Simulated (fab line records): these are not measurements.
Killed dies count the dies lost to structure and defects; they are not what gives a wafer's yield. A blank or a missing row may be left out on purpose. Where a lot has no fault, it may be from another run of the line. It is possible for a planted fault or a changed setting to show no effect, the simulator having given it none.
A struck lot beside a sound one + flow n5-finfet + 36 out of 1938 route steps
Sound: wafers L952.1, L952.4, L952.5. Struck: wafers L968.1, L968.6 (left out: L968.2, a lot-mate that was not struck); the cause follows at the end.
Per side, at each step with rows, come the tool, then ch with its chambers, and then its first start. Under that, the readings that differ: sound wafers + struck wafers + difference of the means + sigmas: that difference in standard deviations of wafers without a fault.
alike: readings with means less than 2 such deviations apart, plus words and numbers identical on both sides. not compared: withheld readings, readings lacking a value on some wafer, bounds such as >300 that could conceal the same value, and numbers that have no deviation in the record and whose values overlap.
Wherever a step has rows on one side only, a row that says differs or no value, or a row with sigmas, the two part there. Numbers that have no deviation but don't overlap get no sigmas and don't part them. Lack of a reading on every wafer of one side parts them only where that side has two or more wafers.

first, 8 steps without rows for these wafers: N5_BEOL_M7_SPUTTER_48 (material Cu, target thk 10 nm, time 1.667 s); N5_BEOL_M7_ECD_50 (material Cu, target thk 300 nm); N5_BEOL_M7_ANNEAL_51 (time 90 s); N5_BEOL_M7_CMP_52 (polishes, stops on SiCOH lowk, t overpolish 6.9 s, target thk 80 nm); N5_BEOL_M7_PRE_CLEAN_55 (time 15 s); N5_BEOL_M7_DEP_56 (deposits SiCN from 3MS/NH3, target thk 10 nm, time 17.5 s); N5_BEOL_M8_ILD_DEP_00 (deposits SiCOH lowk from DEMS/porogen, target thk 179.75 nm, time 33.4 s); N5_BEOL_M8_CURE_74 (cures SiCOH lowk, time 240 s).
N5_BEOL_M8_PECVD_70: deposits SiO2 from TEOS/O2, target thk 20 nm, time 22.7 s.
  sound on pecvd-01 ch 0,1,2, day 10 09:31; struck on pecvd-01 ch 0, day 14 14:13
| reading                                    | sound                | struck        | difference | sigmas      |
|--------------------------------------------|----------------------|---------------|------------|-------------|
| chamber-pressure-Torr (Torr)               | 5.527 5.495 5.502    | 5.477 5.482   | -0.029     | -2          |
| susceptor-temp-C (C)                       | 400.00 400.11 399.93 | 428.81 428.86 | +28.82     | +99 or more |
| model.SiO2_of_BEOL_M8_PECVD_70.thk-nm (nm) | 20 20.2 20.4         | 16.2 16.2     | -4.0       |             |
  alike: heater-power-w, showerhead-plenum-p-Torr, throttle-valve-pct
then, 25 steps without rows for these wafers: N5_BEOL_M8_HM_DEP_02 (deposits TiN, target thk 20 nm); N5_BEOL_M8_COAT_59 (time 60 s, resist thk 100 nm); N5_BEOL_M8_COAT_60 (time 60 s, resist thk 35 nm); N5_BEOL_M8_COAT_05 (resist thk 90 nm); N5_BEOL_M8_EBR_07; N5_BEOL_M8_SOFTBAKE_06 (time 60 s); N5_BEOL_M8_EXPOSE_08 (exposes mask M8); N5_BEOL_M8_PEB_09 (peb time 60 s); N5_BEOL_M8_DEVELOP_10 (develop time 30 s); N5_BEOL_M8_DESCUM_16 (chemistry O2, time 7.9 s); N5_BEOL_M8_ETCH_61 (etches SiARC in CF4, target depth 45.5 nm, time 75.8 s); N5_BEOL_M8_ETCH_62 (etches SOC in N2/H2, target depth 110 nm, overetch 22 nm, time 165 s); N5_BEOL_M8_STRIP_68 (strips in N2/H2); N5_BEOL_M8_STRIP_67 (strips in CF4); N5_BEOL_M8_HM_OPEN_17 (chemistry Cl2/BCl3, target TiN, target depth 20 nm, overetch 6 nm); N5_BEOL_M8_STRIP_19 (strips in O2); N5_BEOL_M8_COAT_63 (time 60 s, resist thk 60 nm); N5_BEOL_M8_COAT_64 (time 60 s, resist thk 12 nm); N5_BEOL_M8_COAT_71 (time 60 s, resist thk 5 nm); N5_BEOL_M8_COAT_22 (resist thk 30 nm); N5_BEOL_M8_EBR_24; N5_BEOL_M8_SOFTBAKE_23 (time 60 s); N5_BEOL_M8_EXPOSE_25 (exposes mask V7, target cd 40 nm); N5_BEOL_M8_PEB_26 (peb time 60 s); N5_BEOL_M8_DEVELOP_27 (develop time 30 s).
N5_BEOL_M8_HM_STRIP_39: strips TiN in peroxide tin strip, target depth 25 nm, time 158 s.
  sound on wet-bench-03 ch 0,2,7, day 10 13:28; struck on wet-bench-04 ch 0,2, day 14 18:56
| reading                                    | sound             | struck      | difference | sigmas |
|--------------------------------------------|-------------------|-------------|------------|--------|
| temp-c (C)                                 | 50.00 50.02 50.04 | 49.74 49.79 | -0.26      | -2     |
| model.SiO2_of_BEOL_M8_PECVD_70.thk-nm (nm) | 20 20 20.2        | 16 16       | -4         |        |
  alike: bath-heat-duty-pct
N5_BEOL_M8_CMP_52: polishes, stops on SiCOH lowk, t overpolish 6.9 s, target thk 80 nm.
  sound on cmp-02 ch 0,1, day 10 15:40; struck on cmp-04 ch 1,2, day 14 20:53
| reading                      | sound          | struck    | difference | sigmas |
|------------------------------|----------------|-----------|------------|--------|
| barrier-field-endpoint-s (s) | 29.2 28.4 29.2 | 24.1 23.7 | -5.0       | -7     |
  alike: motor-current-A

WHERE THEY PART
Last at N5_BEOL_M8_CMP_52 as far as this record goes, first at N5_BEOL_M8_PECVD_70.

WHY: the cause the simulator had injected
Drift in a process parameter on pecvd-01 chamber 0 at N5_BEOL_M8_PECVD_70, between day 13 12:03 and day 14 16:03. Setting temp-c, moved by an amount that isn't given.
